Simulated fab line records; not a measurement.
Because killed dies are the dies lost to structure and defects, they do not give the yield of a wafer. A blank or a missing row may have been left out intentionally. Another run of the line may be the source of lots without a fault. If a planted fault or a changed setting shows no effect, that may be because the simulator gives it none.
Matching of chambers    flow n5Finfet    N5_BEOL_M11_ALD_74 on aldMetal-02: 4 sister chambers
The step deposits TaN, target thk 2 nm, pulse time 2 s, purge time 3 s. 8 wafers are shown with their chamber, then 11 later ones without.

== EACH WAFER AND ITS CHAMBER ==
wafer   chamber  heaterPowerW (W)
L079.1  1        350
L085.1  2        411
L085.5  2        434
L085.6  3        422
L089.1  3        440
L089.3  0        415
L089.4  1        349
L086.1  0        424

== WAFERS MISSING THEIR CHAMBER ==
wafer   heaterPowerW (W)
L086.2  349
L086.4  418
L090.3  407
L090.5  417
L090.6  348
L093.1  423
L093.4  350
L093.6  409
L097.1  430
L097.2  421
L097.3  425

== EACH ONE'S CHAMBER ==
wafer   from the rows above           in truth
L086.2  1                             1
L086.4  can't be placed: 0 or 2 or 3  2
L090.3  can't be placed: 0 or 2 or 3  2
L090.5  can't be placed: 0 or 2 or 3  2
L090.6  1                             1
L093.1  can't be placed: 2 or 0 or 3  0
L093.4  1                             1
L093.6  can't be placed: 0 or 2 or 3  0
L097.1  can't be placed: 3 or 2 or 0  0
L097.2  can't be placed: 0 or 2 or 3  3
L097.3  can't be placed: 2 or 0 or 3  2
3 of 11 placed correctly. These rows do not allow placing 8 (true chamber among the candidates in 8). Wrongly placed: 0.
How it was worked out, from the rows above alone: a wafer's distance from a chamber is the root of the sum, over the readings, of the square of ((its reading less the chamber's mean) divided by the reading's scatter). If the next closest chamber is less than 2 further off than the closest, the wafer can't be placed; otherwise it belongs to the closest. Each chamber's mean is taken over the wafers shown for it. The scatter: take each reading less its chamber's mean, square it, sum over the shown wafers, divide by the number of wafers less the number of chambers, and take the root.
